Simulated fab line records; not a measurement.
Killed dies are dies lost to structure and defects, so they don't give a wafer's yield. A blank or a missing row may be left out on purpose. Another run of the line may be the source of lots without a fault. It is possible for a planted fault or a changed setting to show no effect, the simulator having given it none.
Problem report, 8D (eight disciplines) form, completed by code :: flow n5 finfet :: the parts of the form that need people (team, actions taken, sign-off) are left out

== 1. THE PROBLEM ==
Mean M14_ILD_THK at N5_BEOL_M14_THK_MEAS_01: 2071 nm over 4 wafers in 2 lots; fault-free wafers: 1121 nm, standard deviation 17. Measured from the usual mean, that is +56 standard deviations.
First observed at day 12 15:19: wafer L450.2, on film metro-02. Wafers with a number at this step in the record: 28, from 10 lots. Rule for "out", or "out of limits": more than 4 standard deviations from the usual mean. Any other wafer with a number is counted as sound.

== 2. WHAT IT IS; WHAT IT IS NOT ==
question: which readings at this step
is: M14_ILD_THK
is not: -

question: which lots
is: L450, L451
is not: L443, L444, L457, L458, L461, L462, L465, L466

question: which wafers of those lots
is: L450.2, L450.3, L451.1, L451.2
is not: L450.4, L451.4

question: read on which gauges
is: film metro-02
is not: film metro-01

question: when
is: from day 12 15:19
is not: up to then (7 sound wafers); but 17 sound wafers of L451, L457, L458, L461, L462, L465, L466 came after

== 3. SUSPECTS, AND WHAT RULES EACH OUT ==
Counting: if a tool at a process step up to the reading ran every lot that is out, it stays a suspect. Sound lots after the first of them don't rule it out here, since some wafers of a struck lot are sound.
- the gauge at N5_BEOL_M14_THK_MEAS_01: ruled out. All the wafers that are out were read on film metro-02, but those of them that N5_BEOL_M14_ILD_DEP_00 has rows for are out there too, on other tools.
- pecvd-04 at N5_BEOL_M14_ILD_DEP_00 (deposits SiO2 from TEOS/O2, target thk 1119.3 nm, time 237.4 s): kept. It ran every lot that is out, first L450 (day 12 15:08). Its own run length s readings are out on those wafers.
After counting, what remains is pecvd-04 at N5_BEOL_M14_ILD_DEP_00.

== 4. THE CAUSE (what the simulator had put in) ==
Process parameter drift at N5_BEOL_M14_ILD_DEP_00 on pecvd-04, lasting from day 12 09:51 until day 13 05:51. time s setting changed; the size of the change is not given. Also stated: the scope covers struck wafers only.
The count eliminated every tool but this one.

== 5. THE CHAIN OF EFFECTS, in route order ==
Rows list readings where the struck wafers' mean (over those with a number) sits beyond 3 standard deviations from the usual. Only readings for which the record gives a usual standard deviation are gone through. hours: the time from each lot's start at the first step in this table that gives one to its start at this step, as a median over the lots. sigmas: the change in usual standard deviations.
hours: 0
step: N5_BEOL_M14_ILD_DEP_00
reading: run length s
usual: 280.6 s
on struck wafers: 487.7
change: +207.1
sigmas: +99 or more

hours: 0
step: N5_BEOL_M14_THK_MEAS_01
reading: M14_ILD_THK
usual: 1121 nm
on struck wafers: 2071
change: +950
sigmas: +56

hours: 1
step: N5_BEOL_M14_CD_MEAS_17
reading: cd nm
usual: 249.9 nm
on struck wafers: 257.8
change: +7.9
sigmas: +4.6
Its process steps:
- N5_BEOL_M14_ILD_DEP_00: deposits SiO2 from TEOS/O2, target thk 1119.3 nm, time 237.4 s.

== 6. HOW IT WOULD HAVE BEEN CAUGHT EARLIER ==
In this record the first reading out of limits at a measuring or inspecting step was taken at day 12 15:19, 5 hours after the fault began at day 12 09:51.
The tool's own readings at N5_BEOL_M14_ILD_DEP_00 were out on every struck wafer that the step has a row for (run length s): an alarm limit on them would have fired on the first of those.
Among the 2 lots that are out, L451 began N5_BEOL_M14_ILD_DEP_00 on pecvd-04 after day 12 15:19. Putting the tool on hold at that point would have spared it.
